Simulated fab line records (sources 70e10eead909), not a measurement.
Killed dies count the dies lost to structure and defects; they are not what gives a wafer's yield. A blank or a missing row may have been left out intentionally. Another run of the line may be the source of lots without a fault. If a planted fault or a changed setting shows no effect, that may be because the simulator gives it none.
fab line records	flow nand-harc	part 1 of 2: steps 1 to 23 of 29
record lots=5	wafers=15	last-day=32
route steps=1302 shown A_STAIRCASE@650
lots untouched by any fault: they come from a run of this same line in which no faults occurred
start-h: hours from the record's opening day to when the first of the lot's shown wafers began	wait-h: hours from the lot's prior step to this one	" repeats the value in the row above	L1.1+2: a row that stands for several wafers	- no value present, or no start provided	* or withheld: withheld	< > ~ a bound
route shown NAME@n: NAME is a module with steps in the file, n the number in the route of the first one	usual: mean/standard deviation of fault-free wafers	same: alike in all rows	chamber/n: place in a boat	sites: the reading at each site	_std_site: the standard deviation of these	_edge_site: the outer-site mean with the inner-site mean subtracted	radius-mm: how far each site lies from the wafer's centre	mask NAME#n: copy n	behind: tool/chamber where the wafer was last shaped	hold: the reason the lot was held/the length of the hold in hours/how it ended	device: whichever transistor did not switch (one of n, p or np)	end of line: tests run on the same wafers once the route is complete	a step with no rows: only its recipe	killed: dies lost to structure and defects at the first sort, not the wafer's yield	map: dies across one wafer; x = killed, . = not, _ = none there
set.NAME: the setting the step ran with; set.NAME@STEP: the setting that earlier step ran with	model.NAME: the simulator's own value behind a step, which no gauge read
a table for each step, a row for each wafer; lots at some steps of the route
services: a tool's chamber out of use, with start hour (start-h, from the record's first day; less than 0 if before it), hours out, and reason
## steps
# step NHARC_A_STAIRCASE_DESCUM_168
# recipe time-s=3	o2-flow-sccm=200	ar-flow-sccm=0	bias-power-w=0	chemistry=O2
# usual drypump-motor-current-A=5.8/0.44	oes-product-au=1.002/0.012	rf-vpp-V=57.8/0.89	showerhead-plenum-p-Torr=1.94/0.085	throttle-valve-pct=11.312/0.0097
lot.wafer	tool	chamber	start-h	wait-h	drypump-motor-current-A	oes-product-au	rf-hours-counter-h	rf-vpp-V	showerhead-plenum-p-Torr	throttle-valve-pct
L074.2	rie-diel-01	3	347.08	-	5.3	0.990	45	57.2	1.95	11.299
L074.6	"	1	"	"	5.7	0.998	-	57.4	1.97	11.302
L074.4	"	3	"	"	5.3	0.989	-	57.4	1.95	11.315
L075.1	rie-diel-01	0	359.61	-	5.1	0.999	44	57.8	2.04	11.311
L075.5	"	1	"	"	5.7	1.001	-	57.9	1.97	11.324
L075.6	"	2	"	"	6.5	1.021	-	56.4	1.88	11.316
L078.4	rie-diel-13	3	388.19	-	5.8	0.996	13	59.1	2.07	11.306
L078.6	"	2	"	"	5.4	0.990	-	57.1	1.84	11.294
L078.5	"	3	"	"	5.9	0.996	-	56.7	2.07	11.295
L089.3	rie-diel-01	2	509.71	-	6.6	0.997	35	57.0	1.86	11.307
L089.2	"	3	"	"	5.3	1.011	38	58.5	1.93	11.314
L089.5	"	1	"	"	5.7	1.014	-	58.4	1.96	11.326
L095.4	rie-diel-04	0	564.66	-	5.5	0.998	4	58.4	1.92	11.322
L095.5	"	3	"	"	6.2	1.004	-	57.9	2.04	11.310
L095.6	"	0	"	"	5.5	1.003	-	59.0	1.92	11.310
# step NHARC_A_STAIRCASE_ETCH_169
# recipe target-depth-a=500	time-s=107.1	ion-energy-ev=120	ch3f-flow-sccm=50	o2-flow-sccm=30	ar-flow-sccm=200	rf-w=500	bias-w=100	chemistry=CH3F/O2
# usual drypump-motor-current-A=5.8/0.44	oes-product-au=0.961/0.018	rf-vpp-V=244.8/1.6	showerhead-plenum-p-Torr=2.49/0.11	throttle-valve-pct=20.665/0.0089
lot.wafer	tool	chamber	start-h	wait-h	drypump-motor-current-A	oes-product-au	rf-hours-counter-h	rf-vpp-V	showerhead-plenum-p-Torr	throttle-valve-pct
L074.2	rie-diel-01	1	347.20	0.1	5.7	0.948	46	244.0	2.53	20.659
L074.4	"	3	"	"	5.3	0.944	-	245.7	2.50	20.654
L074.6	"	2	"	"	6.6	0.964	-	243.9	2.42	20.664
L075.1	rie-diel-01	3	359.75	0.1	5.4	0.945	52	245.2	2.50	20.665
L075.5	"	0	"	"	5.1	0.950	-	246.1	2.62	20.655
L075.6	"	1	"	"	5.7	0.953	-	245.5	2.53	20.662
L078.4	rie-diel-13	1	388.29	0.1	6.5	0.983	12	247.1	2.66	20.664
L078.5	"	2	"	"	5.4	0.947	-	242.1	2.36	20.672
L078.6	"	3	"	"	5.9	0.964	-	246.9	2.65	20.657
L089.2	rie-diel-01	1	512.58	2.9	5.7	0.952	36	245.8	2.51	20.664
L089.3	"	2	"	"	6.5	0.952	37	243.7	2.40	20.672
L089.5	"	2	"	"	6.5	0.950	-	244.2	2.40	20.660
L095.4	rie-diel-04	2	564.77	0.1	5.6	0.969	5	242.5	2.36	20.677
L095.5	"	0	"	"	5.5	0.957	-	245.4	2.46	20.665
L095.6	"	1	"	"	6.1	0.970	-	243.4	2.33	20.662
# step NHARC_A_STAIRCASE_ETCH_170
# recipe target-depth-a=2000	time-s=66.667	ion-energy-ev=250	c4f6-flow-sccm=25	o2-flow-sccm=20	ar-flow-sccm=500	rf-w=600	bias-w=500	chemistry=C4F6/O2
# usual drypump-motor-current-A=5.8/0.45	oes-product-au=0.977/0.014	rf-vpp-V=548/3.3	showerhead-plenum-p-Torr=3.97/0.16	throttle-valve-pct=26.903/0.0089
lot.wafer	tool	chamber	start-h	wait-h	drypump-motor-current-A	oes-product-au	rf-hours-counter-h	rf-vpp-V	showerhead-plenum-p-Torr	throttle-valve-pct
L074.2	rie-diel-01	1	-	-	5.7	0.978	46	549	4.03	26.918
L074.4	"	1	"	"	5.7	0.979	-	550	4.03	26.882
L074.6	"	3	"	"	5.4	0.966	-	547	3.99	26.914
L075.1	rie-diel-01	3	-	-	5.3	0.965	52	548	3.99	26.902
L075.6	"	0	"	"	5.1	0.992	-	553	4.16	26.907
L075.5	"	1	"	"	5.7	0.985	-	549	4.03	26.906
L078.4	rie-diel-13	0	-	-	6.0	0.981	11	550	4.15	26.918
L078.6	"	2	"	"	5.4	0.949	-	543	3.78	26.900
L078.5	"	3	"	"	5.9	0.963	-	552	4.22	26.898
L089.3	rie-diel-01	3	-	-	5.3	0.981	40	549	3.96	26.911
L089.2	"	0	"	"	5.1	0.974	39	551	4.13	26.888
L089.5	"	3	"	"	5.3	0.990	-	548	3.96	26.919
L095.4	rie-diel-04	2	-	-	5.6	0.975	5	544	3.78	26.888
L095.6	"	0	"	"	5.5	0.985	-	547	3.93	26.905
L095.5	"	1	"	"	6.1	0.988	-	542	3.74	26.903
# step NHARC_A_STAIRCASE_STRIP_171
# recipe power-w=1500	temp-c=250	chemistry=O2
# usual drypump-motor-current-A=5.8/0.53	heater-power-w=343/28
lot.wafer	tool	chamber	start-h	wait-h	drypump-motor-current-A	heater-power-w	rf-hours-counter-h
L074.2	plasma-asher-02	0	347.68	-	5.6	306	19
L074.4	"	0	"	"	5.6	301	-
L074.6	"	1	"	"	5.1	357	-
L075.1	plasma-asher-02	1	360.00	-	5.1	359	20
L075.6	"	0	"	"	5.6	304	-
L075.5	"	1	"	"	5.1	364	-
L078.4	plasma-asher-01	1	388.64	-	6.6	371	-
L078.5	"	0	"	"	5.8	330	-
L078.6	"	1	"	"	6.6	366	-
L089.2	plasma-asher-02	1	512.87	-	5.1	364	16
L089.3	"	0	"	"	5.6	299	-
L089.5	"	1	"	"	5.1	365	-
L095.4	plasma-asher-02	0	565.15	-	5.6	303	-
L095.6	"	1	"	"	5.1	368	-
L095.5	"	0	"	"	5.6	303	-
# step NHARC_A_STAIRCASE_STRIP_172
# recipe time-s=900	temp-c=130	chemistry=SPM
lot.wafer	tool	chamber	start-h	wait-h
L074.4+2+6	wet-bench-03	3,4,5	348.00	0.2
L075.1+6+5	wet-bench-03	3,5,6	360.30	0.3
L078.5+4+6	wet-bench-05	2,5,7	388.84	0.1
L089.3+2+5	wet-bench-05	5,6,7	513.18	0.2
L095.4+5+6	wet-bench-05	7,1,2	565.36	0.2
# step NHARC_A_STAIRCASE_PRECLEAN_173
# recipe time-s=*	temp-c=50	bath-age-min=0	chemistry=SC1
# usual diw-flow-mL-min=1416/4.2
lot.wafer	tool	chamber	start-h	wait-h	diw-flow-mL-min
L074.4	wet-bench-03	3	-	-	1411
L074.2	"	4	"	"	1415
L074.6	"	5	"	"	1413
L075.1	wet-bench-03	3	-	-	1413
L075.6	"	5	"	"	1419
L075.5	"	6	"	"	1421
L078.5	wet-bench-05	2	-	-	1415
L078.4	"	5	"	"	1416
L078.6	"	7	"	"	1419
L089.3	wet-bench-05	5	-	-	1423
L089.2	"	6	"	"	1414
L089.5	"	7	"	"	1413
L095.4	wet-bench-05	7	-	-	1415
L095.5	"	1	"	"	1419
L095.6	"	2	"	"	1420
# step NHARC_A_STAIRCASE_SRD_174
lot.wafer	tool	chamber	start-h	wait-h
L074.4+2+6	wet-bench-03	3,4,5	-	-
L075.1+6+5	wet-bench-03	3,5,6	-	-
L078.5+4+6	wet-bench-05	2,5,7	-	-
L089.3+2+5	wet-bench-05	5,6,7	-	-
L095.4+5+6	wet-bench-05	7,1,2	-	-
# step NHARC_A_STAIRCASE_DEHYDRATE_01
# recipe temp-c=150	time-s=120
lot.wafer	tool	chamber	start-h	wait-h
L074.2+4+6	litho-track-07	0	348.44	-
L075.1+5+6	litho-track-03	0	360.76	-
L078.4+5+6	litho-track-07	0	389.30	-
L089.2+3+5	litho-track-03	0	513.64	-
L095.4+5+6	litho-track-05	0	565.81	-
# step NHARC_A_STAIRCASE_HMDS_02
# recipe time-s=30
lot.wafer	tool	chamber	start-h	wait-h
L074.2+4+6	litho-track-07	0	-	-
L075.1+5+6	litho-track-03	0	-	-
L078.4+5+6	litho-track-07	0	-	-
L089.2+3+5	litho-track-03	0	-	-
L095.4+5+6	litho-track-05	0	-	-
# step NHARC_A_STAIRCASE_COAT_03
# recipe spin-rpm=1200
lot.wafer	tool	chamber	start-h	wait-h
L074.2+4+6	litho-track-07	0	-	-
L075.1+5+6	litho-track-03	0	-	-
L078.4+5+6	litho-track-07	0	-	-
L089.2+3+5	litho-track-03	0	-	-
L095.4+5+6	litho-track-05	0	-	-
# step NHARC_A_STAIRCASE_SOFTBAKE_04
# recipe temp-c=135	time-s=170
lot.wafer	tool	chamber	start-h	wait-h
L074.2+4+6	litho-track-07	0	-	-
L075.1+5+6	litho-track-03	0	-	-
L078.4+5+6	litho-track-07	0	-	-
L089.2+3+5	litho-track-03	0	-	-
L095.4+5+6	litho-track-05	0	-	-
# step NHARC_A_STAIRCASE_EBR_05
lot.wafer	tool	chamber	start-h	wait-h
L074.2+4+6	litho-track-07	0	-	-
L075.1+5+6	litho-track-03	0	-	-
L078.4+5+6	litho-track-07	0	-	-
L089.2+3+5	litho-track-03	0	-	-
L095.4+5+6	litho-track-05	0	-	-
# step NHARC_A_STAIRCASE_EXPOSE_06
# recipe na=0.5	dose-mj=25.43	mask-id=STAIR
lot.wafer	tool	chamber	start-h	wait-h	mask
L074.2+4+6	krf-scanner-01	0	348.78	-	STAIR#0
L075.1+5+6	krf-scanner-01	0	360.96	-	STAIR#0
L078.4+5+6	krf-scanner-01	0	389.65	-	STAIR#0
L089.2+3+5	krf-scanner-04	0	513.98	-	STAIR#0
L095.4+5+6	krf-scanner-04	0	566.03	-	STAIR#0
# step NHARC_A_STAIRCASE_PEB_07
# recipe peb-temp-c=115	peb-time-s=130
lot.wafer	tool	chamber	start-h	wait-h
L074.2+4+6	litho-track-05	0	348.84	0.1
L075.1+5+6	litho-track-07	0	361.03	0.1
L078.4+5+6	litho-track-07	0	389.70	0.0
L089.2+3+5	litho-track-05	0	514.04	0.1
L095.4+5+6	litho-track-07	0	566.09	0.0
# step NHARC_A_STAIRCASE_DEVELOP_08
# recipe time-s=140
lot.wafer	tool	chamber	start-h	wait-h
L074.2+4+6	litho-track-05	0	-	-
L075.1+5+6	litho-track-07	0	-	-
L078.4+5+6	litho-track-07	0	-	-
L089.2+3+5	litho-track-05	0	-	-
L095.4+5+6	litho-track-07	0	-	-
# step NHARC_A_STAIRCASE_HARDBAKE_10
# recipe temp-c=120	time-s=140
lot.wafer	tool	chamber	start-h	wait-h
L074.2+4+6	litho-track-03	0	349.07	-
L075.1+5+6	litho-track-03	0	361.25	-
L078.4+5+6	litho-track-05	0	389.93	-
L089.2+3+5	litho-track-07	0	514.27	-
L095.4+5+6	litho-track-03	0	566.32	-
# step NHARC_A_STAIRCASE_DESCUM_11
# recipe time-s=3	o2-flow-sccm=200	ar-flow-sccm=0	bias-power-w=0	chemistry=O2
# usual drypump-motor-current-A=5.8/0.45	oes-product-au=1.000/0.011	rf-vpp-V=57.9/0.95	showerhead-plenum-p-Torr=1.96/0.091	throttle-valve-pct=11.311/0.0095
lot.wafer	tool	chamber	start-h	wait-h	drypump-motor-current-A	oes-product-au	rf-hours-counter-h	rf-vpp-V	showerhead-plenum-p-Torr	throttle-valve-pct
L074.4	rie-diel-04	2	350.66	-	5.6	0.986	51	55.9	1.85	11.309
L074.2	"	1	"	"	6.1	0.994	48	57.4	1.83	11.296
L074.6	"	2	"	"	5.6	0.985	-	58.7	1.85	11.296
L075.1	rie-diel-01	1	361.36	-	5.7	1.013	53	59.1	1.97	11.317
L075.6	"	3	"	"	5.3	1.014	-	58.8	1.95	11.318
L075.5	"	0	"	"	5.1	1.012	-	58.4	2.04	11.297
L078.4	rie-diel-04	3	390.02	-	6.2	1.002	8	57.9	2.05	11.327
L078.5	"	1	"	"	6.1	1.010	-	58.0	1.83	11.322
L078.6	"	2	"	"	5.6	0.998	-	57.8	1.85	11.315
L089.2	rie-diel-13	0	514.35	-	5.9	0.992	53	57.4	2.02	11.308
L089.3	"	3	"	"	5.8	1.001	59	57.4	2.06	11.296
L089.5	"	0	"	"	5.9	0.993	-	59.0	2.02	11.328
L095.4	rie-diel-13	2	567.28	-	5.4	0.979	20	55.0	1.82	11.297
L095.5	"	0	"	"	5.9	0.986	-	59.0	2.02	11.306
L095.6	"	1	"	"	6.5	0.986	-	58.1	2.05	11.300
# step NHARC_A_STAIRCASE_TRIM_12
# recipe time-s=211.2	o2-flow-sccm=500	ar-flow-sccm=0	bias-w=0	chemistry=O2
# usual drypump-motor-current-A=5.8/0.46	oes-product-au=1.001/0.011	rf-vpp-V=58.0/0.94	showerhead-plenum-p-Torr=3.61/0.16	throttle-valve-pct=17.035/0.0093
lot.wafer	tool	chamber	start-h	wait-h	drypump-motor-current-A	oes-product-au	rf-hours-counter-h	rf-vpp-V	showerhead-plenum-p-Torr	throttle-valve-pct
L074.2	rie-diel-04	0	350.77	0.1	5.5	0.995	54	56.8	3.57	17.032
L074.4	"	1	"	"	6.1	1.013	48	56.7	3.39	17.027
L074.6	"	1	"	"	6.1	1.016	-	56.7	3.39	17.038
L075.1	rie-diel-01	2	361.45	0.1	6.5	1.012	51	57.0	3.47	17.028
L075.6	"	0	"	"	5.1	1.018	-	57.7	3.75	17.019
L075.5	"	1	"	"	5.7	0.999	-	58.6	3.62	17.032
L078.4	rie-diel-04	3	390.09	0.1	6.2	0.998	8	58.4	3.77	17.042
L078.6	"	3	"	"	6.2	1.004	-	59.6	3.77	17.033
L078.5	"	0	"	"	5.5	0.990	-	58.4	3.56	17.023
L089.2	rie-diel-13	3	514.46	0.1	5.9	0.998	59	58.7	3.77	17.018
L089.3	"	0	"	"	5.9	1.001	53	55.7	3.71	17.031
L089.5	"	3	"	"	5.9	1.003	-	60.2	3.77	17.042
L095.4	rie-diel-13	2	567.37	0.1	5.4	0.986	20	56.7	3.36	17.036
L095.6	"	1	"	"	6.5	0.988	-	57.2	3.77	17.044
L095.5	"	2	"	"	5.4	0.980	-	57.3	3.36	17.038
# step NHARC_A_STAIRCASE_ETCH_13
# recipe target-depth-a=1000	time-s=40.5	ion-energy-ev=400	c4f8-flow-sccm=20	o2-flow-sccm=10	ar-flow-sccm=withheld	rf-w=600	bias-w=1000	chemistry=C4F8/O2
# usual oes-product-au=0.940/0.014	rf-vpp-V=898/5.7
lot.wafer	tool	chamber	start-h	wait-h	oes-product-au	rf-hours-counter-h	rf-vpp-V
L074.4	rie-diel-04	3	-	-	0.930	57	905
L074.2	"	0	"	"	0.921	54	898
L074.6	"	3	"	"	0.924	-	905
L075.1	rie-diel-01	2	-	-	0.934	51	893
L075.6	"	2	"	"	0.939	-	895
L075.5	"	3	"	"	0.929	-	898
L078.4	rie-diel-04	3	-	-	0.936	8	905
L078.6	"	1	"	"	0.958	-	890
L078.5	"	2	"	"	0.952	-	891
L089.2	rie-diel-13	1	-	-	0.942	51	904
L089.3	"	3	"	"	0.943	59	903
L089.5	"	2	"	"	0.938	-	890
L095.4	rie-diel-13	2	-	-	0.924	20	893
L095.6	"	2	"	"	0.916	-	891
L095.5	"	3	"	"	0.931	-	904
# step NHARC_A_STAIRCASE_TRIM_14
# recipe time-s=211.2	o2-flow-sccm=500	ar-flow-sccm=0	bias-w=0	chemistry=O2
# usual drypump-motor-current-A=5.8/0.46	oes-product-au=1.001/0.01	rf-vpp-V=57.9/0.88	showerhead-plenum-p-Torr=3.60/0.16	throttle-valve-pct=17.038/0.0087
lot.wafer	tool	chamber	start-h	wait-h	drypump-motor-current-A	oes-product-au	rf-hours-counter-h	rf-vpp-V	showerhead-plenum-p-Torr	throttle-valve-pct
L074.2	rie-diel-04	2	-	-	5.6	0.989	51	56.6	3.43	17.031
L074.4	"	0	"	"	5.5	0.998	54	58.6	3.57	17.039
L074.6	"	2	"	"	5.6	0.994	-	57.4	3.43	17.055
L075.1	rie-diel-01	3	-	-	5.3	1.008	52	58.3	3.59	17.023
L075.6	"	0	"	"	5.1	1.016	-	59.3	3.75	17.044
L075.5	"	1	"	"	5.7	0.995	-	58.7	3.62	17.032
L078.4	rie-diel-04	2	-	-	5.6	1.003	8	58.0	3.42	17.028
L078.5	"	0	"	"	5.5	0.995	-	55.9	3.56	17.031
L078.6	"	1	"	"	6.1	1.006	-	57.8	3.39	17.058
L089.2	rie-diel-13	3	-	-	5.9	0.998	59	58.5	3.77	17.041
L089.3	"	1	"	"	6.6	1.002	51	59.4	3.78	17.037
L089.5	"	3	"	"	5.9	0.995	-	57.3	3.77	17.046
L095.4	rie-diel-13	3	-	-	5.9	0.999	18	57.5	3.76	17.041
L095.5	"	1	"	"	6.5	0.987	-	58.1	3.77	17.040
L095.6	"	2	"	"	5.4	0.974	-	57.3	3.36	17.032
# step NHARC_A_STAIRCASE_ETCH_15
# recipe target-depth-a=1000	time-s=40.5	ion-energy-ev=400	c4f8-flow-sccm=20	o2-flow-sccm=10	ar-flow-sccm=withheld	rf-w=600	bias-w=1000	chemistry=C4F8/O2
# usual oes-product-au=0.941/0.011	rf-vpp-V=898/5.6
lot.wafer	tool	chamber	start-h	wait-h	oes-product-au	rf-hours-counter-h	rf-vpp-V
L074.4	rie-diel-04	0	-	-	0.930	54	897
L074.2	"	3	"	"	0.949	57	904
L074.6	"	0	"	"	0.936	-	898
L075.1	rie-diel-01	1	-	-	0.939	53	899
L075.6	"	2	"	"	0.950	-	892
L075.5	"	3	"	"	0.945	-	898
L078.4	rie-diel-04	3	-	-	0.936	8	906
L078.5	"	3	"	"	0.940	-	905
L078.6	"	0	"	"	0.925	-	897
L089.3	rie-diel-13	0	-	-	0.943	53	903
L089.2	"	1	"	"	0.949	51	904
L089.5	"	3	"	"	0.936	-	906
L095.4	rie-diel-13	0	-	-	0.938	14	902
L095.6	"	1	"	"	0.922	-	905
L095.5	"	2	"	"	0.909	-	890
# step NHARC_A_STAIRCASE_TRIM_16
# recipe time-s=211.2	o2-flow-sccm=500	ar-flow-sccm=0	bias-w=0	chemistry=O2
# usual drypump-motor-current-A=5.8/0.46	oes-product-au=1.001/0.011	rf-vpp-V=58.0/1	showerhead-plenum-p-Torr=3.60/0.16	throttle-valve-pct=17.036/0.008
lot.wafer	tool	chamber	start-h	wait-h	drypump-motor-current-A	oes-product-au	rf-hours-counter-h	rf-vpp-V	showerhead-plenum-p-Torr	throttle-valve-pct
L074.4	rie-diel-04	0	-	-	5.5	0.988	54	58.5	3.57	17.028
L074.2	"	1	"	"	6.2	1.001	48	57.0	3.39	17.038
L074.6	"	3	"	"	6.2	1.001	-	57.6	3.77	17.033
L075.1	rie-diel-01	1	-	-	5.7	0.998	53	57.6	3.62	17.060
L075.5	"	2	"	"	6.6	1.016	-	59.4	3.47	17.038
L075.6	"	3	"	"	5.3	1.006	-	57.9	3.59	17.049
L078.4	rie-diel-04	0	-	-	5.5	0.998	10	58.9	3.56	17.051
L078.5	"	2	"	"	5.6	1.008	-	56.2	3.42	17.040
L078.6	"	3	"	"	6.2	1.007	-	58.1	3.77	17.031
L089.3	rie-diel-13	3	-	-	5.9	0.985	59	59.1	3.77	17.029
L089.2	"	0	"	"	5.9	0.991	53	59.2	3.71	17.053
L089.5	"	2	"	"	5.4	0.985	-	57.2	3.38	17.043
L095.4	rie-diel-13	1	-	-	6.5	0.996	15	58.4	3.77	17.031
L095.5	"	1	"	"	6.5	0.989	-	59.5	3.77	17.032
L095.6	"	2	"	"	5.4	0.985	-	57.5	3.36	17.034
# step NHARC_A_STAIRCASE_ETCH_17
# recipe target-depth-a=1000	time-s=40.5	ion-energy-ev=400	c4f8-flow-sccm=20	o2-flow-sccm=10	ar-flow-sccm=withheld	rf-w=600	bias-w=1000	chemistry=C4F8/O2
# usual oes-product-au=0.942/0.011	rf-vpp-V=899/5.5
lot.wafer	tool	chamber	start-h	wait-h	oes-product-au	rf-hours-counter-h	rf-vpp-V
L074.2	rie-diel-04	1	-	-	0.949	48	892
L074.4	"	2	"	"	0.936	51	893
L074.6	"	1	"	"	0.949	-	892
L075.1	rie-diel-01	2	-	-	0.947	51	893
L075.6	"	0	"	"	0.941	-	904
L075.5	"	1	"	"	0.933	-	900
L078.4	rie-diel-04	3	-	-	0.933	10	904
L078.6	"	0	"	"	0.942	-	897
L078.5	"	1	"	"	0.954	-	890
L089.3	rie-diel-13	0	-	-	0.943	53	903
L089.2	"	2	"	"	0.931	57	890
L089.5	"	1	"	"	0.942	-	905
L095.4	rie-diel-13	1	-	-	0.920	15	905
L095.5	"	3	"	"	0.926	-	905
L095.6	"	0	"	"	0.940	-	903
